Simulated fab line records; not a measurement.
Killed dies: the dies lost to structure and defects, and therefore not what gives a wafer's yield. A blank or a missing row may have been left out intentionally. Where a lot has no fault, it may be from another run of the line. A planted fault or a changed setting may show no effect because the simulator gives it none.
Chamber matching || flow nandHarc || NHARC_A_STAIRCASE_DEP_322 on pecvd-04 has 3 sister chambers
The step deposits SiO2, target thk 3800 nm. 18 wafers are shown with their chamber, then 9 later ones without.

== WAFERS WITH THEIR CHAMBER ==
{"wafer": "L076.2", "chamber": 2, "heaterPowerW (W)": 765}
{"wafer": "L076.4", "chamber": 2, "heaterPowerW (W)": 659}
{"wafer": "L076.6", "chamber": 1, "heaterPowerW (W)": 655}
{"wafer": "L077.2", "chamber": 2, "heaterPowerW (W)": 785}
{"wafer": "L077.4", "chamber": 1, "heaterPowerW (W)": 655}
{"wafer": "L077.5", "chamber": 2, "heaterPowerW (W)": 675}
{"wafer": "L078.2", "chamber": 2, "heaterPowerW (W)": 811}
{"wafer": "L078.4", "chamber": 1, "heaterPowerW (W)": 666}
{"wafer": "L078.5", "chamber": 0, "heaterPowerW (W)": 474}
{"wafer": "L081.1", "chamber": 1, "heaterPowerW (W)": 821}
{"wafer": "L081.3", "chamber": 2, "heaterPowerW (W)": 762}
{"wafer": "L081.5", "chamber": 0, "heaterPowerW (W)": 482}
{"wafer": "L084.1", "chamber": 0, "heaterPowerW (W)": 590}
{"wafer": "L084.2", "chamber": 2, "heaterPowerW (W)": 804}
{"wafer": "L084.5", "chamber": 2, "heaterPowerW (W)": 657}
{"wafer": "L082.2", "chamber": 2, "heaterPowerW (W)": 808}
{"wafer": "L082.4", "chamber": 2, "heaterPowerW (W)": 642}
{"wafer": "L082.5", "chamber": 0, "heaterPowerW (W)": 472}

SIGNATURES (means of the wafers above)
{"reading": "heaterPowerW", "chamber 0": 504.50, "chamber 1": 699.25, "chamber 2": 736.80, "scatter within a chamber": 70.1}
Rule: distance of a wafer from a chamber = root of the sum over the readings of ((wafer's reading minus chamber's mean) / reading's scatter) squared. The wafer belongs to the nearest chamber; if the next one is less than 2 further off, it can't be placed. How the scatter is found: for the shown wafers, subtract from each reading the mean of its chamber, square and add these, divide the total by (wafers less chambers), then take the root.

== WAFERS WHOSE CHAMBER IS MISSING ==
{"wafer": "L085.1", "heaterPowerW (W)": 743}
{"wafer": "L085.3", "heaterPowerW (W)": 729}
{"wafer": "L085.6", "heaterPowerW (W)": 656}
{"wafer": "L089.2", "heaterPowerW (W)": 764}
{"wafer": "L089.4", "heaterPowerW (W)": 637}
{"wafer": "L089.5", "heaterPowerW (W)": 467}
{"wafer": "L094.1", "heaterPowerW (W)": 770}
{"wafer": "L094.2", "heaterPowerW (W)": 611}
{"wafer": "L094.5", "heaterPowerW (W)": 646}

== WHICH CHAMBER EACH ONE RAN IN ==
{"wafer": "L085.1", "from the rows above": "can't be placed: 2 or 1", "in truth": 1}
{"wafer": "L085.3", "from the rows above": "can't be placed: 2 or 1", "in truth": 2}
{"wafer": "L085.6", "from the rows above": "can't be placed: 1 or 2 or 0", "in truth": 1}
{"wafer": "L089.2", "from the rows above": "can't be placed: 2 or 1", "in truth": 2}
{"wafer": "L089.4", "from the rows above": "can't be placed: 1 or 2 or 0", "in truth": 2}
{"wafer": "L089.5", "from the rows above": 0, "in truth": 0}
{"wafer": "L094.1", "from the rows above": "can't be placed: 2 or 1", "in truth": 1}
{"wafer": "L094.2", "from the rows above": "can't be placed: 1 or 0 or 2", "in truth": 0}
{"wafer": "L094.5", "from the rows above": "can't be placed: 1 or 2 or 0", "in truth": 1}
Correctly placed: 1 of 9. Can't be placed from these rows: 8 (the true chamber is among the candidates in 8). 0 placed wrongly.
